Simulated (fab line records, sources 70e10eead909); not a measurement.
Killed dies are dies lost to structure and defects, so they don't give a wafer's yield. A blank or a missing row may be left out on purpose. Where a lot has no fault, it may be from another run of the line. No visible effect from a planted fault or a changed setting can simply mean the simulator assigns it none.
Chamber matching    flow nand_harc    4 sister chambers for NHARC_A_BONDPAD_STRIP_15 on rie_diel-03
The step strips in O2. 4 wafers are shown with their chamber, then 8 later ones without.

WAFERS, EACH WITH ITS CHAMBER
wafer   chamber  drypump_motor_current_A (A)
L918.2  3        5.62
L919.3  0        5.37
L919.5  2        6.01
L930.1  1        5.65

WAFERS MISSING THEIR CHAMBER
wafer   drypump_motor_current_A (A)
L930.5  5.62
L930.6  6.03
L933.1  5.64
L933.2  6.07
L933.3  5.68
L935.1  5.65
L935.5  5.67
L935.6  6.05

WHICH CHAMBER EACH ONE RAN IN
wafer   from the rows above      in truth
L930.5  can't be placed: 3 or 1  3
L930.6  2                        2
L933.1  can't be placed: 1 or 3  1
L933.2  2                        2
L933.3  can't be placed: 1 or 3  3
L935.1  can't be placed: 1 or 3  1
L935.5  can't be placed: 1 or 3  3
L935.6  2                        2
Placed correctly: 3 of 8. From these rows, 5 cannot be placed; in 5 the true chamber is one of the candidates. Wrongly placed: 0.
How it was worked out, from the rows above alone: a wafer's distance from a chamber is the root of the sum, over the readings, of the square of ((its reading less the chamber's mean) divided by the reading's scatter). If the next closest chamber is less than 2 further off than the closest, the wafer can't be placed; otherwise it belongs to the closest. The mean given for a chamber averages the wafers shown for that chamber. The scatter (one wafer shown for each chamber): square how far every hidden wafer sits from the nearest shown wafer, average those squares and take the square root.
